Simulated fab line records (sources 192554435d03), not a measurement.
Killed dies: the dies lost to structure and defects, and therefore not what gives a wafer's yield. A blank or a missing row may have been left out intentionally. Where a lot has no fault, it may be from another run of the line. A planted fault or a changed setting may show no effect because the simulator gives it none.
The tool behind it: which one? + flow n5 finfet + 12 lots (36 wafers sampled), 1 step of a 1938-step route

== WHAT EACH GAUGE READ, for each wafer ==
N5_BEOL_M6_INSPECT_13: inspects for defects (brightfield).
| lot  | measured     | on                | raw defect count |
|------|--------------|-------------------|------------------|
| L077 | day 9 01:50  | defect inspect-02 | 439 316 332      |
| L074 | day 9 11:45  | defect inspect-02 | 594 509 419      |
| L078 | day 9 22:10  | defect inspect-01 | 464 566 413      |
| L081 | day 10 05:11 | defect inspect-02 | 459 436 456      |
| L083 | day 10 23:08 | defect inspect-02 | 283 314 329      |
| L085 | day 11 17:29 | defect inspect-02 | 481 421 455      |
| L087 | day 12 03:04 | defect inspect-02 | 384 380 386      |
| L089 | day 12 13:14 | defect inspect-02 | 505 490 312      |
| L090 | day 13 00:26 | defect inspect-02 | 458 440 360      |
| L094 | day 13 10:32 | defect inspect-01 | 312 288 383      |
| L095 | day 14 01:02 | defect inspect-02 | 269 490 445      |
| L097 | day 14 06:44 | defect inspect-01 | 488 415 562      |

== WHICH TOOL RAN EACH LOT (tool, then ch and the chambers of the sampled wafers, then the start) ==
There is no process step in the record ahead of these readings.

== THE ANSWER, worked out from the rows above alone ==
Rule: usual is defined by the lots themselves. Put in order of their means at a reading, lots are off if they are a third of the lots or fewer, leave a main group of 4 or more, and stand apart from it by a gap of 3 or more times the standard deviation of the main group's means; of several such gaps the widest counts. A main group is skipped when, at the precision printed for the reading in the tables above, its means are all equal. A lot without any number at a reading at which 4 lots or more have one is off too. Where the step has rows for the other lots, those lots are counted as sound.
Nothing can be told from this: no lot is off at any reading shown.

== WHAT THE SIMULATOR HAD INSERTED ==
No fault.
